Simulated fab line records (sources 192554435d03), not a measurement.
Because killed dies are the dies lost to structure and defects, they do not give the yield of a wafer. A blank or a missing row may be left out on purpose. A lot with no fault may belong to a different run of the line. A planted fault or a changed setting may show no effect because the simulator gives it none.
Matching of chambers | flow n5_finfet | N5_HKMG_FIN_ALD_75 on ald_hk-02 has 4 sister chambers
The step deposits Al2O3, target thk 1 nm, co reactant pulse time 1 s. 8 wafers are shown with their chamber, then 12 later ones without.

WAFERS PAIRED WITH THEIR CHAMBERS
wafer  | chamber | heater_power_w (W) | precursor_pulse_height_rel
L081.1 | 3       | 151                | 1.008
L086.1 | 1       | 147                | 0.995
L088.1 | 2       | 140                | 1.046
L088.3 | 1       | 146                | 0.979
L088.6 | 0       | 160                | 0.971
L089.3 | 0       | 158                | 1.033
L089.4 | 2       | 136                | 0.986
L089.6 | 3       | 147                | 1.015

WAFERS WHOSE CHAMBER IS MISSING
wafer  | heater_power_w (W) | precursor_pulse_height_rel
L091.2 | 157                | 1.033
L091.4 | 144                | 0.974
L091.5 | 149                | 0.998
L095.2 | 143                | 0.986
L095.3 | 146                | 1.018
L095.5 | 145                | 0.984
L096.1 | 146                | 1.021
L096.2 | 159                | 1.001
L096.3 | 136                | 1.016
L096.4 | 146                | 0.998
L096.5 | 144                | 1.000
L096.6 | 138                | 0.983

CHAMBER TAKEN BY EACH
wafer  | from the rows above          | in truth
L091.2 | 0                            | 0
L091.4 | can't be placed: 1 or 3 or 2 | 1
L091.5 | can't be placed: 3 or 1      | 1
L095.2 | can't be placed: 1 or 2 or 3 | 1
L095.3 | can't be placed: 1 or 3      | 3
L095.5 | can't be placed: 1 or 3      | 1
L096.1 | can't be placed: 1 or 3      | 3
L096.2 | 0                            | 0
L096.3 | 2                            | 2
L096.4 | can't be placed: 1 or 3      | 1
L096.5 | can't be placed: 1 or 3 or 2 | 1
L096.6 | 2                            | 2
Correct placement for 4 of the 12. Not placeable from these rows: 8 (in 8, the candidates include the true chamber). Number placed wrongly: 0.
How it was worked out, from the rows above alone: a wafer's distance from a chamber is the root of the sum, over the readings, of the square of ((its reading less the chamber's mean) divided by the reading's scatter). If the next closest chamber is less than 2 further off than the closest, the wafer can't be placed; otherwise it belongs to the closest. A chamber's mean is the mean of its shown wafers. The scatter is the square root of a quotient: the sum, over the shown wafers, of each reading's squared deviation from its chamber's mean, divided by wafers minus chambers.
